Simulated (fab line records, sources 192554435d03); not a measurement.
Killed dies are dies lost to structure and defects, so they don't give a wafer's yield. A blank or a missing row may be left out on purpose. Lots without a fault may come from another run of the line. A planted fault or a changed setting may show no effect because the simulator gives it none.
fab line records | flow n5_finfet
record lots=24 wafers=72 last_day=17
route steps=1938 shown BEOL_M4@1079 BEOL_M5@1130
lots that met no fault: from a run of the same line without faults
start_h: hours from the record's first day to the start of the lot's first wafer shown | wait_h: hours since the lot's step before | " the same as in the row above | L1.1+2: a row that stands for several wafers | - no value, or no start given | * or withheld: withheld | < > ~ a bound
route shown NAME@n: a module of which the file shows steps, and the number in the route of the first | usual: mean/standard deviation of fault-free wafers | same: alike in all rows | chamber/n: place in a boat | sites: the reading at each site | _std_site: their standard deviation | _edge_site: outer sites' mean less inner sites' | radius_mm: how far each site lies from the wafer's centre | mask NAME#n: copy n | behind: the tool/chamber that last shaped the wafer | hold: why the lot was held/for how many hours/how that ended | device: the transistor (n, p or np) that didn't switch | end of line: the same wafers' tests at the end of the route | a step without rows: its recipe alone | killed: dies lost to structure and defects at the first sort, not the wafer's yield | map: a wafer's dies, x killed, . not, _ none there
set.NAME: the setting as run; set.NAME@STEP: as run at that earlier step | model.NAME: the simulator's own value behind a step, which no gauge read
steps of the route over a sample of lots; a table a step, a row a wafer
services: from which hour (start_h, from the record's first day; less than 0 if before it) a tool's chamber was out of use, for how many hours, and why
## steps
# step N5_BEOL_M4_DEGAS_44
# recipe ambient=vacuum temp_c=250 time_s=60
# usual heater_power_w=325/33 susceptor_temp_C=250.02/0.17
# columns lot.wafer tool chamber start_h wait_h heater_power_w susceptor_temp_C
L074.1 pvd_sputter-03 - 159.99 0.4 328 250.13
L074.3 " - " " 354 249.79
L074.6 " - " " 321 250.16
L075.1 pvd_sputter-03 - 178.70 0.9 370 250.09
L075.4 " - " " 275 250.36
L075.5 " - " " 328 249.92
L077.2 pvd_sputter-03 - 185.53 0.2 315 249.81
L077.3 " - " " 363 249.73
L077.6 " - " " 274 250.19
L076.4 pvd_sputter-03 - 185.61 0.2 279 249.96
L076.5 " - " " 314 250.21
L076.6 " - " " 368 249.85
L078.1 pvd_sputter-01 - 185.67 0.2 360 249.77
L078.5 " - " " 345 250.10
L078.6 " - " " 351 249.82
L079.1 pvd_sputter-01 - 191.87 0.3 341 250.12
L079.4 " - " " 352 250.07
L079.5 " - " " 354 250.03
L081.2 pvd_sputter-03 - 195.41 0.5 363 249.88
L081.3 " - " " 315 250.37
L081.6 " - " " 320 250.39
L080.3 pvd_sputter-01 - 210.09 0.4 345 250.11
L080.4 " - " " 340 250.05
L080.5 " - " " 335 249.79
L082.3 pvd_sputter-01 - 210.65 0.5 341 250.30
L082.5 " - " " 348 250.07
L082.6 " - " " 353 249.91
L083.2 pvd_sputter-03 - 213.96 0.3 314 249.99
L083.3 " - " " 312 250.05
L083.5 " - " " 365 249.97
L084.2 pvd_sputter-02 - 231.90 0.6 263 250.15
L084.3 " - " " 354 249.98
L084.5 " - " " 260 250.14
L085.1 pvd_sputter-02 - 232.66 0.4 355 249.99
L085.4 " - " " 260 249.62
L085.5 " - " " 261 250.12
L088.4 pvd_sputter-03 - 237.90 0.2 322 249.92
L088.5 " - " " 359 250.05
L088.6 " - " " 322 250.08
L086.2 pvd_sputter-03 - 238.40 0.4 362 250.23
L086.3 " - " " 271 250.00
L086.6 " - " " 275 249.89
L087.1 pvd_sputter-02 - 253.77 0.2 293 250.06
L087.5 " - " " 354 249.77
L087.6 " - " " 286 250.14
L089.1 pvd_sputter-01 - 258.04 0.2 352 249.98
L089.3 " - " " 349 249.85
L089.5 " - " " 359 250.29
L090.4 pvd_sputter-01 - 263.85 0.0 345 250.06
L090.5 " - " " 345 250.11
L090.6 " - " " 338 250.05
L091.2 pvd_sputter-03 - 266.89 0.3 326 250.29
L091.4 " - " " 319 250.19
L091.6 " - " " 281 250.12
L093.2 pvd_sputter-02 - 270.31 0.2 343 250.09
L093.4 " - " " 353 250.09
L093.5 " - " " 358 249.98
L092.1 pvd_sputter-02 - 270.39 0.2 357 249.96
L092.2 " - " " 343 249.93
L092.3 " - " " 257 249.83
L094.1 pvd_sputter-02 - 288.62 0.2 292 250.34
L094.4 " - " " 340 250.16
L094.5 " - " " 335 249.74
L095.2 pvd_sputter-01 - 291.91 0.3 359 250.04
L095.5 " - " " 340 250.08
L095.6 " - " " 349 249.99
L096.2 pvd_sputter-02 - 297.06 1.6 299 250.01
L096.4 " - " " 264 249.72
L096.5 " - " " 334 249.74
L097.3 pvd_sputter-02 - 297.58 0.2 294 249.89
L097.4 " - " " 252 250.13
L097.5 " - " " 341 250.14
# step N5_BEOL_M4_SPUTTER_79
# recipe material=Cu target_thk_a=45 temp_c=-20 chamber_pressure_pa=0.07 power_w=withheld time_s=8.29
# usual susceptor_temp_C=-19.99/0.11 throttle_valve_pct=29.8/1
# columns lot.wafer tool chamber start_h wait_h susceptor_temp_C throttle_valve_pct
L074.1 pvd_sputter-01 - 161.09 0.1 -20.11 28.1
L074.3 " - " " -20.04 30.3
L074.6 " - " " -20.18 31.6
L075.1 pvd_sputter-03 - 179.62 0.1 -19.80 30.0
L075.4 " - " " -19.70 28.9
L075.5 " - " " -20.18 27.4
L077.2 pvd_sputter-02 - 186.38 0.1 -19.92 30.7
L077.3 " - " " -19.82 29.9
L077.6 " - " " -19.97 30.1
L076.4 pvd_sputter-03 - 186.55 0.1 -19.91 29.5
L076.5 " - " " -20.03 30.2
L076.6 " - " " -20.04 27.5
L078.1 pvd_sputter-01 - 186.59 0.1 -19.82 28.4
L078.5 " - " " -19.99 28.0
L078.6 " - " " -19.79 31.6
L079.1 pvd_sputter-03 - 192.65 0.1 -20.30 28.9
L079.4 " - " " -19.89 29.5
L079.5 " - " " -19.96 29.6
L081.2 pvd_sputter-02 - 196.64 0.1 -20.03 29.3
L081.3 " - " " -19.90 30.2
L081.6 " - " " -19.71 30.5
L080.3 pvd_sputter-02 - 211.25 0.1 -19.94 30.1
L080.4 " - " " -20.11 29.7
L080.5 " - " " -19.96 30.8
L082.3 pvd_sputter-01 - 212.99 0.1 -20.11 28.2
L082.5 " - " " -19.95 30.7
L082.6 " - " " -20.03 31.3
L083.2 pvd_sputter-02 - 215.15 0.1 -19.94 29.3
L083.3 " - " " -19.91 30.5
L083.5 " - " " -20.17 30.0
L084.2 pvd_sputter-02 - 232.96 0.1 -20.01 29.2
L084.3 " - " " -19.96 29.6
L084.5 " - " " -19.87 29.3
L085.1 pvd_sputter-01 - 233.80 0.1 -19.92 30.2
L085.4 " - " " -19.98 30.5
L085.5 " - " " -20.10 31.9
L088.4 pvd_sputter-03 - 239.03 0.1 -20.05 29.0
L088.5 " - " " -20.10 29.1
L088.6 " - " " -19.93 30.1
L086.2 pvd_sputter-02 - 239.45 0.1 -19.99 30.3
L086.3 " - " " -20.10 29.8
L086.6 " - " " -19.88 30.7
L087.1 pvd_sputter-02 - 254.71 0.1 -20.13 30.1
L087.5 " - " " -20.02 30.6
L087.6 " - " " -20.12 29.5
L089.1 pvd_sputter-02 - 258.88 0.1 -20.10 30.1
L089.3 " - " " -20.02 29.5
L089.5 " - " " -19.97 29.5
L090.4 pvd_sputter-02 - 265.59 0.1 -19.90 30.0
L090.5 " - " " -20.07 30.1
L090.6 " - " " -20.13 29.2
L091.2 pvd_sputter-02 - 268.03 0.1 -19.99 30.1
L091.4 " - " " -20.00 30.1
L091.6 " - " " -20.03 30.3
L092.1 pvd_sputter-01 - 271.59 0.1 -19.87 27.9
L092.2 " - " " -20.17 30.5
L092.3 " - " " -19.95 31.6
L093.2 pvd_sputter-03 - 271.72 0.1 -20.05 29.6
L093.4 " - " " -20.23 29.8
L093.5 " - " " -19.86 27.7
L094.1 pvd_sputter-02 - 289.39 0.1 -19.83 30.1
L094.4 " - " " -20.14 30.5
L094.5 " - " " -20.01 30.2
L095.2 pvd_sputter-03 - 292.91 0.1 -19.93 27.5
L095.5 " - " " -19.95 30.2
L095.6 " - " " -20.10 29.2
L096.2 pvd_sputter-02 - 297.88 0.1 -19.71 28.9
L096.4 " - " " -19.87 29.8
L096.5 " - " " -19.90 30.4
L097.3 pvd_sputter-01 - 298.81 0.1 -20.12 30.7
L097.4 " - " " -20.12 31.9
L097.5 " - " " -19.98 28.4
# step N5_BEOL_M4_SPUTTER_88
# recipe material=Cu target_thk_a=45 temp_c=-20 chamber_pressure_pa=0.07 power_w=withheld time_s=8.29
# usual susceptor_temp_C=-20.00/0.11 throttle_valve_pct=29.8/1
# columns lot.wafer tool chamber start_h wait_h susceptor_temp_C throttle_valve_pct
L074.1 pvd_sputter-01 - 161.75 0.1 -20.10 28.1
L074.3 " - " " -19.84 30.3
L074.6 " - " " -19.98 31.8
L075.1 pvd_sputter-03 - 180.28 0.1 -20.04 30.1
L075.4 " - " " -19.95 29.2
L075.5 " - " " -20.01 27.5
L077.2 pvd_sputter-02 - 187.04 0.1 -20.05 30.6
L077.3 " - " " -20.08 29.8
L077.6 " - " " -19.93 30.3
L076.4 pvd_sputter-03 - 187.21 0.1 -19.99 29.4
L076.5 " - " " -19.91 30.2
L076.6 " - " " -19.97 27.8
L078.1 pvd_sputter-01 - 187.25 0.1 -19.88 28.1
L078.5 " - " " -19.73 28.4
L078.6 " - " " -20.13 31.7
L079.1 pvd_sputter-03 - 193.31 0.1 -19.89 29.1
L079.4 " - " " -20.01 29.5
L079.5 " - " " -19.81 29.5
L081.2 pvd_sputter-02 - 197.30 0.1 -20.18 29.2
L081.3 " - " " -20.06 30.4
L081.6 " - " " -20.15 30.6
L080.3 pvd_sputter-02 - 211.91 0.1 -20.05 30.3
L080.4 " - " " -19.99 30.1
L080.5 " - " " -19.80 30.7
L082.3 pvd_sputter-01 - 213.65 0.1 -19.90 28.6
L082.5 " - " " -20.11 30.6
L082.6 " - " " -19.97 31.9
L083.2 pvd_sputter-02 - 215.81 0.1 -20.01 29.1
L083.3 " - " " -20.00 30.1
L083.5 " - " " -20.20 29.8
L084.2 pvd_sputter-02 - 233.62 0.1 -20.02 29.1
L084.3 " - " " -19.99 30.0
L084.5 " - " " -19.87 29.1
L085.1 pvd_sputter-01 - 234.46 0.1 -19.95 30.4
L085.4 " - " " -20.23 30.8
L085.5 " - " " -20.09 31.8
L088.4 pvd_sputter-03 - 239.69 0.1 -20.03 29.1
L088.5 " - " " -20.06 29.2
L088.6 " - " " -19.94 29.9
L086.2 pvd_sputter-02 - 240.11 0.1 -19.76 30.6
L086.3 " - " " -19.78 30.4
L086.6 " - " " -19.82 30.4
L087.1 pvd_sputter-02 - 255.37 0.1 -19.91 29.9
L087.5 " - " " -19.89 30.7
L087.6 " - " " -20.13 29.2
L089.1 pvd_sputter-02 - 259.54 0.1 -20.01 30.1
L089.3 " - " " -19.93 29.4
L089.5 " - " " -19.92 29.1
L090.4 pvd_sputter-02 - 266.25 0.1 -20.09 30.1
L090.5 " - " " -19.85 30.3
L090.6 " - " " -20.09 29.1
L091.2 pvd_sputter-02 - 268.69 0.1 -20.20 30.0
L091.4 " - " " -20.14 30.2
L091.6 " - " " -19.90 30.4
L092.1 pvd_sputter-01 - 272.25 0.1 -19.78 28.3
L092.2 " - " " -19.81 30.0
L092.3 " - " " -19.99 31.6
L093.2 pvd_sputter-03 - 272.38 0.1 -19.92 29.4
L093.4 " - " " -19.94 30.1
L093.5 " - " " -19.98 27.2
L094.1 pvd_sputter-02 - 290.05 0.1 -20.06 29.9
L094.4 " - " " -20.04 30.6
L094.5 " - " " -20.19 30.3
L095.2 pvd_sputter-03 - 293.57 0.1 -20.03 27.4
L095.5 " - " " -20.15 30.4
L095.6 " - " " -20.01 28.9
L096.2 pvd_sputter-02 - 298.54 0.1 -20.25 29.1
L096.4 " - " " -20.16 29.9
L096.5 " - " " -20.10 30.1
L097.3 pvd_sputter-01 - 299.47 0.1 -19.86 30.3
L097.4 " - " " -19.99 31.6
L097.5 " - " " -20.14 28.2
# step N5_BEOL_M5_ETCH_72
# recipe chemistry=N2/H2 target=underlayer target_depth_a=65 mask_material=CAR-EUV time_s=5.2 ion_energy_ev=200 pressure_mtorr=30 source_w=840 bias_w=150 n2_flow_sccm=200 h2_flow_sccm=200 ends=cleared
# usual drypump_motor_current_A=5.9/0.48 etch_rf_on_time_s=5.16/0.19 oes_product_au=0.69/0.073 rf_fwd_power_W=819.5/2.3 rf_vpp_V=523.3/2.4 showerhead_plenum_p_Torr=2.51/0.068 throttle_valve_pct=17.76/0.23
# columns lot.wafer tool chamber start_h wait_h drypump_motor_current_A etch_rf_on_time_s oes_product_au rf_fwd_power_W rf_hours_counter_h rf_vpp_V showerhead_plenum_p_Torr throttle_valve_pct
L074.1 rie_diel-03 1 166.47 0.0 4.7 5.11 0.77 819.5 26 524.4 2.50 18.02
L074.3 " 3 " " 6.4 4.81 0.82 818.1 17 522.2 2.51 17.62
L074.6 " 3 " " 6.4 4.83 0.82 818.3 - 524.0 2.51 17.62
L075.1 rie_diel-01 0 185.60 0.0 6.0 5.31 0.64 822.4 157 524.4 2.53 17.88
L075.4 " 1 " " 5.7 5.28 0.56 816.5 234 521.0 2.39 17.91
L075.5 " 1 " " 5.7 5.28 0.57 821.6 - 520.8 2.39 17.90
L077.2 rie_diel-05 1 192.36 0.0 5.4 5.36 0.69 817.1 57 524.8 2.56 17.44
L077.3 " 2 " " 5.8 5.19 0.75 816.7 49 526.6 2.58 17.48
L077.6 " 2 " " 5.7 5.17 0.74 816.6 - 526.7 2.58 17.49
L076.4 rie_diel-03 2 192.61 0.0 5.2 4.97 0.64 822.3 - 523.9 2.51 18.10
L076.5 " 3 " " 6.4 4.83 0.79 819.2 - 522.2 2.51 17.65
L076.6 " 0 " " 6.5 5.13 0.59 818.7 - 522.7 2.49 17.90
L078.1 rie_diel-01 0 192.89 0.0 6.0 5.28 0.63 823.2 160 525.1 2.53 17.87
L078.5 " 0 " " 6.0 5.31 0.62 822.6 - 522.3 2.52 17.85
L078.6 " 3 " " 6.4 5.45 0.63 813.9 - 520.6 2.45 17.80
L079.1 rie_diel-05 3 201.53 0.0 5.5 4.79 0.82 819.2 17 527.5 2.63 17.98
L079.4 " 2 " " 5.8 5.23 0.73 819.9 51 527.4 2.58 17.48
L079.5 " 0 " " 6.4 5.08 0.67 814.1 - 522.3 2.47 18.09
L081.2 rie_diel-05 0 202.25 0.0 6.4 5.11 0.66 818.6 107 520.9 2.47 18.09
L081.3 " 3 " " 5.5 4.79 0.84 813.6 17 527.7 2.63 17.98
L081.6 " 1 " " 5.5 5.32 0.70 822.8 - 525.9 2.56 17.45
L080.3 rie_diel-01 0 217.95 0.0 6.0 5.27 0.63 823.8 166 521.5 2.52 17.88
L080.4 " 1 " " 5.7 5.23 0.57 823.8 244 519.1 2.39 17.91
L080.5 " 2 " " 5.6 4.98 0.74 819.3 - 522.7 2.47 17.59
L082.3 rie_diel-05 0 218.14 0.0 6.4 5.06 0.65 821.6 112 523.5 2.47 18.12
L082.5 " 0 " " 6.5 5.13 0.66 819.5 - 520.5 2.47 18.09
L082.6 " 2 " " 5.7 5.24 0.73 818.2 - 525.6 2.58 17.50
L083.2 rie_diel-01 1 220.81 0.0 5.7 5.18 0.57 818.6 245 521.0 2.39 17.93
L083.3 " 0 " " 6.0 5.20 0.62 821.0 167 525.7 2.52 17.86
L083.5 " 1 " " 5.7 5.21 0.58 820.3 - 519.0 2.39 17.94
L084.2 rie_diel-01 0 238.48 0.0 6.0 5.23 0.62 817.1 174 522.1 2.52 17.91
L084.3 " 2 " " 5.7 5.12 0.72 817.5 56 521.7 2.46 17.63
L084.5 " 2 " " 5.6 5.03 0.73 817.5 - 523.6 2.46 17.59
L085.1 rie_diel-03 3 239.14 0.0 6.4 4.76 0.78 818.4 43 521.4 2.50 17.67
L085.4 " 0 " " 6.6 5.08 0.83 817.7 2 519.5 2.48 17.46
L085.5 " 3 " " 6.4 4.76 0.78 825.4 - 522.4 2.50 17.66
L088.4 rie_diel-03 0 245.51 0.0 6.6 5.15 0.81 824.9 4 522.9 2.48 17.47
L088.5 " 0 " " 6.6 5.17 0.81 821.5 - 521.7 2.48 17.48
L088.6 " 1 " " 4.7 5.11 0.75 822.8 - 523.0 2.49 18.04
L086.2 rie_diel-01 2 245.94 0.0 5.7 5.12 0.72 820.5 59 523.4 2.46 17.60
L086.3 " 3 " " 6.3 5.37 0.62 817.6 148 519.8 2.44 17.81
L086.6 " 3 " " 6.3 5.49 0.61 819.8 - 522.0 2.44 17.82
L087.1 rie_diel-01 3 262.81 0.0 6.3 5.36 0.63 819.4 151 520.7 2.44 17.82
L087.5 " 3 " " 6.3 5.39 0.63 821.4 - 522.8 2.44 17.84
L087.6 " 2 " " 5.7 5.07 0.70 821.4 - 521.7 2.46 17.61
L089.1 rie_diel-05 1 266.62 0.0 5.4 5.50 0.66 818.0 79 523.9 2.55 17.49
L089.3 " 0 " " 6.4 5.07 0.65 819.7 130 521.5 2.46 18.16
L089.5 " 2 " " 5.7 5.24 0.71 820.2 - 526.6 2.57 17.55
L090.4 rie_diel-05 2 271.28 0.0 5.7 5.20 0.71 820.9 75 525.1 2.57 17.54
L090.5 " 0 " " 6.4 5.06 0.65 819.7 - 524.7 2.46 18.12
L090.6 " 1 " " 5.4 5.43 0.67 820.3 - 526.2 2.55 17.50
L091.2 rie_diel-01 3 276.02 0.0 6.3 5.40 0.61 819.2 155 522.1 2.44 17.84
L091.4 " 0 " " 6.0 5.28 0.62 816.5 186 523.1 2.51 17.92
L091.6 " 2 " " 5.6 5.21 0.71 821.1 - 522.1 2.46 17.62
L092.1 rie_diel-05 3 277.03 0.0 5.5 4.75 0.79 825.7 42 523.9 2.62 18.00
L092.2 " 1 " " 5.4 5.42 0.66 819.1 83 524.1 2.55 17.48
L092.3 " 2 " " 5.7 5.13 0.71 818.4 77 525.1 2.57 17.54
L093.2 rie_diel-03 1 277.20 0.0 4.7 5.08 0.73 822.5 58 520.8 2.49 18.06
L093.4 " 2 " " 5.2 5.00 0.61 816.6 230 523.4 2.50 18.13
L093.5 " 0 " " 6.6 5.15 0.79 817.9 - 522.8 2.48 17.47
L094.1 rie_diel-03 1 295.71 0.0 4.7 5.11 0.72 822.6 63 521.3 2.49 18.10
L094.4 " 2 " " 5.2 5.09 0.60 823.4 235 521.1 2.50 18.14
L094.5 " 0 " " 6.5 5.17 0.78 818.2 - 523.1 2.48 17.48
L095.2 rie_diel-01 2 301.12 0.0 5.7 5.15 0.70 821.6 77 523.6 2.45 17.63
L095.5 " 0 " " 6.0 5.26 0.61 821.3 - 522.6 2.51 17.92
L095.6 " 1 " " 5.7 5.03 0.79 822.8 - 526.7 2.70 17.52
L096.2 rie_diel-01 1 304.60 0.0 5.7 5.03 0.80 821.6 17 527.5 2.70 17.50
L096.4 " 3 " " 6.3 5.44 0.62 816.1 160 522.1 2.44 17.84
L096.5 " 1 " " 5.7 5.02 0.80 820.3 - 527.9 2.70 17.51
L097.3 rie_diel-01 0 305.05 0.0 6.0 5.27 0.60 819.4 196 524.1 2.51 17.91
L097.4 " 1 " " 5.7 5.02 0.79 817.9 17 529.7 2.70 17.49
L097.5 " 2 " " 5.7 5.20 0.69 820.5 - 521.7 2.45 17.65
# step N5_BEOL_M5_STRIP_64
# recipe chemistry=CF4 resist=SiARC power_w=300 bias_power_w=75 pressure_mtorr=50 cf4_flow_sccm=150 rf_frequency_hz=6e+07
# usual drypump_motor_current_A=5.9/0.48 oes_product_au=0.80/0.075 power_w=300.0/0.83 rf_fwd_power_W=292.8/0.93 rf_vpp_V=270.7/1.3 showerhead_plenum_p_Torr=1.77/0.046 throttle_valve_pct=13.48/0.24
# columns lot.wafer tool chamber start_h wait_h drypump_motor_current_A oes_product_au power_w rf_fwd_power_W rf_hours_counter_h rf_vpp_V showerhead_plenum_p_Torr throttle_valve_pct
L074.1 rie_diel-03 1 166.65 0.0 4.7 0.89 299.6 291.7 26 271.1 1.78 13.68
L074.3 " 3 " " 6.4 0.90 299.1 290.6 17 270.1 1.78 13.11
L074.6 " 3 " " 6.4 0.91 299.7 292.2 - 270.6 1.78 13.12
L075.1 rie_diel-01 0 185.78 0.0 6.0 0.73 299.2 293.3 157 271.8 1.79 13.68
L075.4 " 1 " " 5.7 0.67 299.2 292.4 234 269.8 1.70 13.73
L075.5 " 1 " " 5.7 0.67 299.3 293.2 - 269.3 1.70 13.76
L077.2 rie_diel-05 1 192.53 0.0 5.4 0.82 299.8 293.1 58 272.0 1.82 13.28
L077.3 " 2 " " 5.7 0.85 298.3 292.5 50 272.4 1.80 13.05
L077.6 " 2 " " 5.7 0.85 297.8 292.1 - 273.4 1.80 13.05
L076.4 rie_diel-03 2 192.78 0.0 5.2 0.72 299.5 294.3 - 270.3 1.78 13.78
L076.5 " 3 " " 6.4 0.88 299.7 293.0 - 270.1 1.78 13.12
L076.6 " 0 " " 6.5 0.68 299.5 293.4 - 270.1 1.79 13.92
L078.1 rie_diel-01 0 193.07 0.0 6.0 0.74 300.7 291.9 160 270.3 1.79 13.66
L078.5 " 0 " " 6.0 0.73 300.2 293.0 - 270.8 1.79 13.67
L078.6 " 3 " " 6.3 0.75 300.4 292.0 - 268.9 1.73 13.54
L079.1 rie_diel-05 3 201.70 0.0 5.5 0.91 300.6 292.1 17 270.6 1.84 13.41
L079.4 " 2 " " 5.7 0.85 299.8 293.1 51 271.8 1.80 13.04
L079.5 " 0 " " 6.4 0.77 299.5 293.5 - 269.4 1.74 13.66
L081.2 rie_diel-05 0 202.42 0.0 6.4 0.76 298.6 293.9 108 269.7 1.74 13.67
L081.3 " 3 " " 5.5 0.92 299.4 291.4 17 272.1 1.84 13.43
L081.6 " 1 " " 5.4 0.82 300.2 291.3 - 271.9 1.82 13.28
L080.3 rie_diel-01 0 218.13 0.0 6.0 0.73 299.6 291.5 166 270.1 1.79 13.69
L080.4 " 1 " " 5.7 0.66 301.0 292.2 244 268.9 1.70 13.77
L080.5 " 2 " " 5.6 0.85 299.4 294.0 - 270.2 1.74 13.35
L082.3 rie_diel-05 0 218.32 0.0 6.4 0.76 301.3 292.2 112 269.8 1.74 13.67
L082.5 " 0 " " 6.4 0.76 302.0 292.2 - 267.7 1.74 13.67
L082.6 " 2 " " 5.7 0.85 299.6 292.8 - 271.9 1.80 13.06
L083.2 rie_diel-01 1 220.99 0.0 5.7 0.66 300.6 291.8 245 267.7 1.70 13.77
L083.3 " 0 " " 6.0 0.73 299.7 293.0 167 271.0 1.78 13.69
L083.5 " 1 " " 5.7 0.66 301.8 291.7 - 269.4 1.70 13.79
L084.2 rie_diel-01 0 238.65 0.0 6.0 0.72 298.8 293.6 174 269.5 1.78 13.70
L084.3 " 2 " " 5.6 0.84 300.1 294.1 56 270.5 1.74 13.35
L084.5 " 2 " " 5.6 0.84 300.1 293.3 - 270.6 1.74 13.33
L085.1 rie_diel-03 3 239.31 0.0 6.4 0.85 300.7 292.6 43 269.8 1.77 13.17
L085.4 " 0 " " 6.5 0.96 300.0 292.9 2 271.6 1.79 13.36
L085.5 " 3 " " 6.4 0.85 301.2 292.5 - 271.1 1.77 13.18
L088.4 rie_diel-03 0 245.68 0.0 6.5 0.94 299.8 293.6 4 271.6 1.79 13.37
L088.5 " 0 " " 6.5 0.94 299.7 291.9 - 269.6 1.79 13.35
L088.6 " 1 " " 4.7 0.85 300.1 291.3 - 269.7 1.77 13.74
L086.2 rie_diel-01 2 246.12 0.0 5.6 0.83 301.4 292.5 59 270.3 1.74 13.37
L086.3 " 3 " " 6.3 0.74 298.6 294.6 148 269.8 1.73 13.58
L086.6 " 3 " " 6.3 0.74 298.9 293.0 - 270.0 1.73 13.59
L087.1 rie_diel-01 3 262.98 0.0 6.3 0.73 300.5 292.5 151 270.7 1.73 13.58
L087.5 " 3 " " 6.3 0.73 300.5 292.3 - 269.1 1.73 13.60
L087.6 " 2 " " 5.6 0.82 300.6 294.1 - 270.3 1.73 13.38
L089.1 rie_diel-05 1 266.80 0.0 5.4 0.79 301.0 294.2 79 271.3 1.81 13.32
L089.3 " 0 " " 6.4 0.74 300.1 294.1 130 269.0 1.73 13.72
L089.5 " 2 " " 5.7 0.83 299.8 291.5 - 269.6 1.79 13.10
L090.4 rie_diel-05 2 271.45 0.0 5.7 0.82 300.1 292.1 75 270.1 1.79 13.11
L090.5 " 0 " " 6.4 0.74 301.9 293.1 - 268.0 1.73 13.71
L090.6 " 1 " " 5.4 0.79 300.4 291.9 - 272.1 1.81 13.32
L091.2 rie_diel-01 3 276.19 0.0 6.4 0.73 300.3 294.6 155 270.3 1.73 13.60
L091.4 " 0 " " 6.0 0.72 300.4 291.6 186 271.1 1.78 13.72
L091.6 " 2 " " 5.6 0.82 301.2 291.9 - 271.1 1.73 13.37
L092.1 rie_diel-05 3 277.20 0.0 5.5 0.87 301.0 293.5 42 272.1 1.83 13.49
L092.2 " 1 " " 5.4 0.79 298.9 292.4 83 272.9 1.81 13.34
L092.3 " 2 " " 5.7 0.82 300.5 293.2 77 271.6 1.79 13.11
L093.2 rie_diel-03 1 277.38 0.0 4.7 0.84 299.0 292.7 58 270.5 1.77 13.74
L093.4 " 2 " " 5.2 0.69 300.8 292.9 230 269.8 1.78 13.85
L093.5 " 0 " " 6.5 0.91 300.4 292.7 - 270.1 1.78 13.38
L094.1 rie_diel-03 1 295.88 0.0 4.7 0.84 298.9 291.6 63 270.2 1.77 13.76
L094.4 " 2 " " 5.2 0.69 300.9 292.3 235 269.7 1.77 13.85
L094.5 " 0 " " 6.5 0.91 301.3 292.4 - 272.5 1.78 13.38
L095.2 rie_diel-01 2 301.29 0.0 5.6 0.81 299.5 291.8 77 271.0 1.73 13.38
L095.5 " 0 " " 6.0 0.71 300.6 293.4 - 270.0 1.78 13.76
L095.6 " 1 " " 5.7 0.90 299.5 292.1 - 274.0 1.90 13.24
L096.2 rie_diel-01 1 304.77 0.0 5.7 0.90 299.5 292.8 17 272.7 1.90 13.24
L096.4 " 3 " " 6.3 0.72 299.1 292.2 161 270.4 1.72 13.62
L096.5 " 1 " " 5.7 0.91 299.5 294.0 - 274.2 1.90 13.27
L097.3 rie_diel-01 0 305.22 0.0 6.0 0.71 299.8 293.6 196 270.4 1.78 13.76
L097.4 " 1 " " 5.7 0.91 300.4 294.0 17 273.8 1.90 13.26
L097.5 " 2 " " 5.6 0.81 299.3 294.1 - 269.5 1.73 13.39
# step N5_BEOL_M5_OVL_MEAS_29
# recipe points_per_wafer=522
# usual V4_OVL=-0.4/0.76
# columns lot.wafer tool chamber start_h wait_h V4_OVL[nm]
L074.1 overlay-01 0 168.87 0.0 -0.2
L074.3 " 0 " " -1.0
L074.6 " 0 " " -0.7
L075.1 overlay-02 0 186.48 0.0 -1.5
L075.4 " 0 " " 0.1
L075.5 " 0 " " -0.7
L077.2 overlay-01 0 193.90 0.0 -0.4
L077.3 " 0 " " 0.2
L077.6 " 0 " " 0.2
L076.4 overlay-02 0 193.96 0.0 -0.7
L076.5 " 0 " " 0.2
L076.6 " 0 " " 0.0
L078.1 overlay-01 0 193.99 0.0 -2.3
L078.5 " 0 " " -2.1
L078.6 " 0 " " -1.7
L079.1 overlay-02 0 202.26 0.0 -1.3
L079.4 " 0 " " -0.8
L079.5 " 0 " " -0.9
L081.2 overlay-02 0 205.07 0.0 -0.8
L081.3 " 0 " " 0.2
L081.6 " 0 " " -1.0
L080.3 overlay-01 0 218.95 0.0 1.4
L080.4 " 0 " " 0.9
L080.5 " 0 " " 0.5
L082.3 overlay-01 0 219.05 0.0 -0.2
L082.5 " 0 " " -0.4
L082.6 " 0 " " 0.2
L083.2 overlay-01 0 224.51 0.0 -0.4
L083.3 " 0 " " -0.3
L083.5 " 0 " " -0.5
L085.1 overlay-02 0 240.96 0.0 -0.9
L085.4 " 0 " " -0.5
L085.5 " 0 " " -0.3
L084.2 overlay-01 0 241.14 0.0 -1.7
L084.3 " 0 " " -1.3
L084.5 " 0 " " -0.8
L088.4 overlay-02 0 246.42 0.0 -0.7
L088.5 " 0 " " -1.4
L088.6 " 0 " " 0.7
L086.2 overlay-02 0 246.84 0.0 -0.3
L086.3 " 0 " " -1.9
L086.6 " 0 " " -0.5
L087.1 overlay-02 0 263.60 0.0 -0.4
L087.5 " 0 " " -0.8
L087.6 " 0 " " -0.4
L089.1 overlay-01 0 269.08 0.0 -0.8
L089.3 " 0 " " -1.1
L089.5 " 0 " " -0.9
L090.4 overlay-01 0 274.58 0.0 -0.6
L090.5 " 0 " " -1.0
L090.6 " 0 " " -0.8
L092.1 overlay-01 0 280.12 0.0 1.4
L092.2 " 0 " " 1.1
L092.3 " 0 " " 1.4
L091.2 overlay-02 0 280.17 0.0 0.2
L091.4 " 0 " " 0.3
L091.6 " 0 " " 0.3
L093.2 overlay-01 0 280.35 0.0 0.0
L093.4 " 0 " " -0.8
L093.5 " 0 " " -1.1
L094.1 overlay-02 0 296.81 0.0 0.3
L094.4 " 0 " " 1.1
L094.5 " 0 " " 0.5
L095.2 overlay-01 0 303.55 0.0 0.7
L095.5 " 0 " " -1.1
L095.6 " 0 " " 0.0
L097.3 overlay-02 0 306.55 0.0 -0.7
L097.4 " 0 " " -0.1
L097.5 " 0 " " -0.2
L096.2 overlay-01 0 306.60 0.0 -0.4
L096.4 " 0 " " -0.4
L096.5 " 0 " " -0.2
## services
# columns tool chamber start_h hours kind
rie_diel-05 3 157.68 15.8 repair
pvd_sputter-01 - 166.67 1.7 repair
rie_diel-03 0 214.92 - clean
rie_diel-03 0 214.92 - consumable_replace:focus_ring
rie_diel-03 0 214.92 18.6 scheduled_down
rie_diel-03 0 214.92 18.6 vent_cycle
rie_diel-05 3 215.50 3.4 repair
rie_diel-05 1 223.62 5.1 repair
rie_diel-01 1 235.70 - clean
rie_diel-01 1 235.70 - consumable_replace:focus_ring
rie_diel-01 1 235.70 - consumable_replace:showerhead
rie_diel-01 1 235.70 14.6 scheduled_down
rie_diel-01 1 235.70 14.6 vent_cycle
rie_diel-01 3 248.54 4.6 repair
rie_diel-03 - 271.79 0.6 repair
pvd_sputter-03 - 277.53 2.1 repair
## key
fault none
